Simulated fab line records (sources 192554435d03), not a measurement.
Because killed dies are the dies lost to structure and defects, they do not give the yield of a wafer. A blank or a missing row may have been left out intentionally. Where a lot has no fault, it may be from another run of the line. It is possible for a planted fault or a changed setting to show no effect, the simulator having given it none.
Split-lot trial    flow n5 finfet    21 wafers read from 7 lots, route of 1938 steps

SPLIT DETAILS
At N5_BEOL_M9_ILD_DEP_00 (deposits SiCOH lowk from DEMS/porogen, target thk 308.51 nm, time 58 s), the setting time s was moved away from the recipe's 58 s on 5 of the 21 wafers read, by -12.2% to +10.1%. For the rest of the wafers, this setting stayed at what the recipe calls for.

FROM THE SPLIT TO THE READING: what the file shows between them, 1 step
- N5_BEOL_M9_CURE_71: cures SiCOH lowk, time 240 s

THE READING
M9_ILD_THK at N5_BEOL_M9_THK_MEAS_01, in nm. On this fab line, fault-free wafers typically give 268 nm with a standard deviation of 3.7 nm.

wafer   tool, chamber at the split  time s as run, s  against the recipe  M9_ILD_THK, nm  against lot-mates on the recipe
L075.1  pecvd-04, 0                 58                recipe              264             -
L075.5  pecvd-04, 1                 58                recipe              268             -
L075.6  pecvd-04, 0                 58                recipe              273             -
L079.2  pecvd-03, 0                 52.83             -8.9%               240             -27
L079.4  pecvd-03, 2                 58                recipe              267             -
L079.6  pecvd-03, 1                 52.83             -8.9%               242             -25
L078.3  pecvd-04, 2                 58                recipe              265             -
L078.5  pecvd-04, 2                 58                recipe              269             -
L078.6  pecvd-04, 1                 50.93             -12.2%              238             -29
L085.1  pecvd-04, 0                 58                recipe              265             -
L085.2  pecvd-04, 2                 63.84             +10.1%              295             +29
L085.3  pecvd-04, 1                 58                recipe              267             -
L091.3  pecvd-01, 2                 50.9              -12.2%              229             -38
L091.4  pecvd-01, 1                 58                recipe              267             -
L091.5  pecvd-01, 2                 58                recipe              266             -
L093.3  pecvd-01, 0                 58                recipe              269             -
L093.4  pecvd-01, 1                 58                recipe              267             -
L093.5  pecvd-01, 0                 58                recipe              272             -
L092.2  pecvd-01, 2                 58                recipe              263             -
L092.3  pecvd-01, 1                 58                recipe              261             -
L092.5  pecvd-01, 2                 58                recipe              266             -

THE FIT
A straight line over all 21 wafers: M9_ILD_THK changes by +2.79 nm for each +1% of time s; r = +0.98; the points scatter about the line by 3.1 nm.
The same after taking each lot's own level away (the mean of its wafers on the recipe; 21 wafers): +2.81 nm for each +1%; r = +0.99; scatter 2.5 nm.
According to that fit, moving time s by its largest amount changes the reading by 34 nm.
The span of the lots' own levels, 263.3 to 269.3 nm, comes to 1.6 times the standard deviation stated above.
The two slopes are in agreement: the lot-to-lot level therefore moves the slope only a little.
Check: -33.2 nm against its lot-mates is what the line predicts for one of the wafers moved furthest among these (-12.2%) when that wafer is left out of the fit. It came out at -37.5 nm against them.

OTHER SPLITS APPLIED TO THESE WAFERS
Note: prior to the reading, these wafers also went through further splits. Each is held against what the fit with the lots' levels taken away leaves over:
other split on the same wafers  wafers away from the commonest value  r with M9_ILD_THK (lot level and that fit taken away)
N5_BEOL_M7_EXPOSE_08 dose mj    9                                     +0.17

THE WHOLE CHAIN: every reading that the file lists as answering this split, in the file's order
step                    what it does                                                            reading                                                                                   change (the file's fit)               r (the file's)
N5_BEOL_M9_ILD_DEP_00   deposits SiCOH lowk from DEMS/porogen, target thk 308.51 nm, time 58 s  SiCOH_lowk_of_BEOL_M9_ILD_DEP_00.thk nm (the simulator's own value, which no gauge read)  +3.16 nm for each +1% of the setting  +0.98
N5_BEOL_M9_CURE_71      cures SiCOH lowk, time 240 s                                            SiCOH_lowk_of_BEOL_M9_ILD_DEP_00.thk nm (the simulator's own value, which no gauge read)  +2.79 nm for each +1% of the setting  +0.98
N5_BEOL_M9_THK_MEAS_01                                                                          M9_ILD_THK                                                                                +2.8 for each +1% of the setting      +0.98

FILE'S OWN FIT
M9_ILD_THK changes by +2.8 nm for each +1% of time s, r = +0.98.
